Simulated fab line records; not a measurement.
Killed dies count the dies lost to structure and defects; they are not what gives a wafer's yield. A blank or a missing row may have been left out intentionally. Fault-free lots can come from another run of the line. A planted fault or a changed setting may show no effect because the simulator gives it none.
Struck lot and sound lot, side by side    flow n5_finfet    38 steps out of a route of 1938
Sound: wafers L575.3, L575.4, L575.6. Wafers struck: L579.1, L579.3, L579.6. Last of all comes the cause.
Per side, at each step with rows, come the tool, then ch with its chambers, and then its first start. Under that, the readings that differ: sound wafers    struck wafers    difference of the means    sigmas: that difference in standard deviations of wafers without a fault.
alike: readings with means less than 2 such deviations apart, plus words and numbers identical on both sides. not compared: withheld readings, readings lacking a value on some wafer, bounds such as >300 that could conceal the same value, and numbers that have no deviation in the record and whose values overlap.
The two part at a step that has a row with sigmas, a row that says differs or no value, or rows on one side only. When numbers do not overlap yet have no deviation, they are printed without sigmas and do not part them. Lack of a reading on every wafer of one side parts them only where that side has two or more wafers.

first, 9 steps without rows for these wafers: N5_BEOL_M0_CUTY_SOFTBAKE_53 (time 60 s); N5_BEOL_M0_CUTY_EXPOSE_54 (exposes mask M0 ABLK); N5_BEOL_M0_CUTY_PEB_55 (peb time 60 s); N5_BEOL_M0_CUTY_DEVELOP_56 (develop time 30 s); N5_BEOL_M0_CUTY_DESCUM_61 (chemistry O2, time 7.9 s); N5_BEOL_M0_CUTY_ETCH_62 (etches SiARC in CF4, time 58.5 s); N5_BEOL_M0_CUTY_ETCH_63 (etches SOC in N2/H2, target depth 82.7 nm, overetch 16.5 nm, time 124 s); N5_BEOL_M0_CUTY_STRIP_64 (strips in N2/H2); N5_BEOL_M0_ETCH_138 (etches SiCN in CH3F/O2, target depth 12 nm, time 31.6 s).
N5_BEOL_M0_HM_OPEN_105: chemistry Cl2/BCl3, target TiN, target depth 12 nm.
  sound on rie_metal-01 ch 1, day 7 07:59; struck on rie_metal-03 ch 0,1, day 8 03:10
  alike: bcl3_flow_sccm, drypump_motor_current_A, oes_product_au, rf_fwd_power_W, throttle_valve_pct
  not compared: rf_hours_counter_h
then, 27 steps without rows for these wafers: N5_BEOL_M0_STRIP_140 (strips in CF4); N5_BEOL_M0_STRIP_104 (strips in N2/H2); N5_BEOL_M0_WET_ETCH_106 (etches SiO2 in DHF, target depth 130 nm, rinse time 30 s); N5_BEOL_M0_ETCH_128 (etches SiCN in CF4/N2, target depth 12 nm, overetch 5.1 nm, time 21.4 s); N5_BEOL_M0_TRENCH_ETCH_107 (etches SiOC in C4F6/O2, target depth 32.8 nm, time 16.4 s); N5_BEOL_M0_STRIP_142 (strips in N2/H2, time 10 s); N5_BEOL_M0_HM_STRIP_129 (strips TiN in peroxide tin strip, target depth 17 nm, time 108 s); N5_BEOL_M0_SRD_130 (time 30 s); N5_BEOL_M0_ETCH_109 (etches SiCN in CH3F/O2, target depth 8 nm, overetch 2.4 nm, time 27.4 s); N5_BEOL_M0_STRIP_139 (strips in post etch residue remover, time 60 s); N5_BEOL_M0_SRD_111 (time 30 s); N5_BEOL_M0_DEGAS_112 (time 60 s); N5_BEOL_M0_PRE_CLEAN_113 (time 30 s); N5_BEOL_M0_ALD_136 (deposits TaN, pulse time 2 s, purge time 3 s, co reactant purge time 2 s); N5_BEOL_M0_SURFACE_TREAT_137; N5_BEOL_M0_CVD_115 (deposits Co from CCTBA/H2, time 120 s); N5_BEOL_M0_SPUTTER_116 (material Cu, target thk 4 nm, time 7.37 s); N5_BEOL_M0_ANNEAL_117 (time 60 s); N5_BEOL_M0_SPUTTER_132 (material Cu, target thk 4 nm, time 7.37 s); N5_BEOL_M0_ANNEAL_133 (time 60 s); N5_BEOL_M0_SPUTTER_134 (material Cu, target thk 4 nm, time 7.37 s); N5_BEOL_M0_ANNEAL_135 (time 60 s); N5_BEOL_M0_SPUTTER_141 (material Cu, target thk 4 nm, time 7.37 s); N5_BEOL_M0_ECD_118 (material Cu, target thk 300 nm); N5_BEOL_M0_ANNEAL_119 (time 90 s); N5_BEOL_M0_CMP_120 (polishes, stops on SiOC, t overpolish 6.9 s); N5_BEOL_M0_PRE_CLEAN_131 (time 15 s).
-- a jump in the record: the struck wafers' starts before and after are 6 days apart (it breaks off in module BEOL_M0 and resumes in module PASSIVATION, where the first step shown is number 1936 of the route) --
N5_PASSIVATION_PROBE_49:
  record: rows for the struck wafers here (prober-02, day 14 09:20), none for the sound ones

WHERE THEY PART
Within this record, at N5_PASSIVATION_PROBE_49 only.

WHY: whatever the simulator had introduced
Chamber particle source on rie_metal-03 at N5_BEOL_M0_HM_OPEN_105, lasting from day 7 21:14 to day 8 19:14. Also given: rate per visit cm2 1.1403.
